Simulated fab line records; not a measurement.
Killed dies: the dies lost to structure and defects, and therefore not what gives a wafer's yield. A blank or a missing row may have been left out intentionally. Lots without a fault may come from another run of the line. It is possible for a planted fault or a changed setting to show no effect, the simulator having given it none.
Chamber matching :: flow n5 finfet :: 4 sister chambers for N5_BEOL_M3_ETCH_63 on rie diel-01
The step etches SiARC in CF4, target depth 15.6 nm, time 26 s. 18 wafers are shown with their chamber, then 9 later ones without.

WAFERS PAIRED WITH THEIR CHAMBERS
wafer: L078.1
chamber: 2
showerhead plenum p Torr (Torr): 2.05
throttle valve pct (%): 15.51
drypump motor current A (A): 6.4

wafer: L078.2
chamber: 0
showerhead plenum p Torr (Torr): 2.27
throttle valve pct (%): 15.70
drypump motor current A (A): 5.4

wafer: L078.5
chamber: 3
showerhead plenum p Torr (Torr): 2.21
throttle valve pct (%): 15.57
drypump motor current A (A): 5.7

wafer: L086.1
chamber: 2
showerhead plenum p Torr (Torr): 2.05
throttle valve pct (%): 15.54
drypump motor current A (A): 6.4

wafer: L086.3
chamber: 3
showerhead plenum p Torr (Torr): 2.21
throttle valve pct (%): 15.60
drypump motor current A (A): 5.7

wafer: L086.5
chamber: 1
showerhead plenum p Torr (Torr): 2.22
throttle valve pct (%): 15.26
drypump motor current A (A): 6.3

wafer: L087.1
chamber: 2
showerhead plenum p Torr (Torr): 2.05
throttle valve pct (%): 15.54
drypump motor current A (A): 6.4

wafer: L087.4
chamber: 1
showerhead plenum p Torr (Torr): 2.21
throttle valve pct (%): 15.26
drypump motor current A (A): 6.3

wafer: L087.5
chamber: 1
showerhead plenum p Torr (Torr): 2.21
throttle valve pct (%): 15.26
drypump motor current A (A): 6.3

wafer: L088.1
chamber: 0
showerhead plenum p Torr (Torr): 2.26
throttle valve pct (%): 15.73
drypump motor current A (A): 5.5

wafer: L088.3
chamber: 1
showerhead plenum p Torr (Torr): 2.21
throttle valve pct (%): 15.26
drypump motor current A (A): 6.3

wafer: L088.4
chamber: 2
showerhead plenum p Torr (Torr): 2.04
throttle valve pct (%): 15.52
drypump motor current A (A): 6.3

wafer: L089.1
chamber: 2
showerhead plenum p Torr (Torr): 2.04
throttle valve pct (%): 15.53
drypump motor current A (A): 6.4

wafer: L089.4
chamber: 1
showerhead plenum p Torr (Torr): 2.21
throttle valve pct (%): 15.25
drypump motor current A (A): 6.3

wafer: L089.5
chamber: 2
showerhead plenum p Torr (Torr): 2.04
throttle valve pct (%): 15.54
drypump motor current A (A): 6.4

wafer: L090.1
chamber: 2
showerhead plenum p Torr (Torr): 2.04
throttle valve pct (%): 15.54
drypump motor current A (A): 6.4

wafer: L090.2
chamber: 3
showerhead plenum p Torr (Torr): 2.20
throttle valve pct (%): 15.60
drypump motor current A (A): 5.8

wafer: L090.5
chamber: 3
showerhead plenum p Torr (Torr): 2.20
throttle valve pct (%): 15.61
drypump motor current A (A): 5.8

SIGNATURES, as means of the wafers listed above
reading: showerhead plenum p Torr
chamber 0: 2.2650
chamber 1: 2.2120
chamber 2: 2.0443
chamber 3: 2.2050
scatter within a chamber: 0.00535

reading: throttle valve pct
chamber 0: 15.7150
chamber 1: 15.2580
chamber 2: 15.5314
chamber 3: 15.5950
scatter within a chamber: 0.0129

reading: drypump motor current A
chamber 0: 5.450
chamber 1: 6.300
chamber 2: 6.386
chamber 3: 5.750
scatter within a chamber: 0.041
Rule: a wafer's distance from a chamber is the root of the sum, over the readings, of the square of ((its reading less the chamber's mean) divided by the reading's scatter). The wafer belongs to the nearest chamber; if the next one is less than 2 further off, it can't be placed. The scatter: the root of (the sum of the squares of (reading less its chamber's mean) over the shown wafers, divided by (wafers less chambers)).

WAFERS WHOSE CHAMBER IS MISSING
wafer: L092.2
showerhead plenum p Torr (Torr): 2.26
throttle valve pct (%): 15.72
drypump motor current A (A): 5.5

wafer: L092.3
showerhead plenum p Torr (Torr): 2.04
throttle valve pct (%): 15.55
drypump motor current A (A): 6.4

wafer: L092.4
showerhead plenum p Torr (Torr): 2.20
throttle valve pct (%): 15.61
drypump motor current A (A): 5.7

wafer: L094.2
showerhead plenum p Torr (Torr): 2.20
throttle valve pct (%): 15.63
drypump motor current A (A): 5.7

wafer: L094.3
showerhead plenum p Torr (Torr): 2.26
throttle valve pct (%): 15.73
drypump motor current A (A): 5.5

wafer: L094.5
showerhead plenum p Torr (Torr): 2.26
throttle valve pct (%): 15.74
drypump motor current A (A): 5.5

wafer: L097.1
showerhead plenum p Torr (Torr): 2.21
throttle valve pct (%): 15.31
drypump motor current A (A): 6.3

wafer: L097.3
showerhead plenum p Torr (Torr): 2.26
throttle valve pct (%): 15.75
drypump motor current A (A): 5.5

wafer: L097.5
showerhead plenum p Torr (Torr): 2.21
throttle valve pct (%): 15.28
drypump motor current A (A): 6.3

THE CHAMBER EACH PASSED THROUGH
wafer: L092.2
from the rows above: 0
in truth: 0

wafer: L092.3
from the rows above: 2
in truth: 2

wafer: L092.4
from the rows above: 3
in truth: 3

wafer: L094.2
from the rows above: 3
in truth: 3

wafer: L094.3
from the rows above: 0
in truth: 0

wafer: L094.5
from the rows above: 0
in truth: 0

wafer: L097.1
from the rows above: 1
in truth: 1

wafer: L097.3
from the rows above: 0
in truth: 0

wafer: L097.5
from the rows above: 1
in truth: 1
9 of 9 placed correctly. Can't be placed from these rows: 0. Number placed wrongly: 0.
